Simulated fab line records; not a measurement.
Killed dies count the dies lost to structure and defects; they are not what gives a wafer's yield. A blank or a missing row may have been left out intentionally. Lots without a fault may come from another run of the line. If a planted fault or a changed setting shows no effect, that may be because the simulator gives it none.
Matching of chambers ; flow n5Finfet ; 4 sister chambers for N5_BEOL_M8_ETCH_62 on rieDiel-06
The step etches SOC in N2/H2, target depth 110 nm, overetch 22 nm, time 165 s. 4 wafers are shown with their chamber, then 9 later ones without.

== WAFERS WITH THEIR CHAMBER ==
wafer;chamber;drypumpMotorCurrentA (A)
L086.2;0;4.9
L086.3;3;6.5
L086.5;2;6.2
L086.6;1;5.9

== WAFERS MISSING THEIR CHAMBER ==
wafer;drypumpMotorCurrentA (A)
L085.2;6.5
L085.5;6.2
L085.6;5.9
L092.1;6.4
L092.2;6.3
L092.3;5.9
L094.1;5.9
L094.5;6.2
L094.6;5.9

== EACH ONE'S CHAMBER ==
wafer;from the rows above;in truth
L085.2;3;3
L085.5;2;2
L085.6;1;1
L092.1;3;3
L092.2;2;2
L092.3;1;1
L094.1;1;1
L094.5;2;2
L094.6;1;1
Correctly placed: 9 of 9. Can't be placed from these rows: 0. Wrongly placed: 0.
How it was worked out, from the rows above alone: a wafer's distance from a chamber is the root of the sum, over the readings, of the square of ((its reading less the chamber's mean) divided by the reading's scatter). The wafer belongs to the nearest chamber; if the next one is less than 2 further off, it can't be placed. Each chamber's mean is taken over the wafers shown for it. The scatter: root of mean squared gap, hidden wafer to nearest shown wafer, with one shown wafer a chamber.
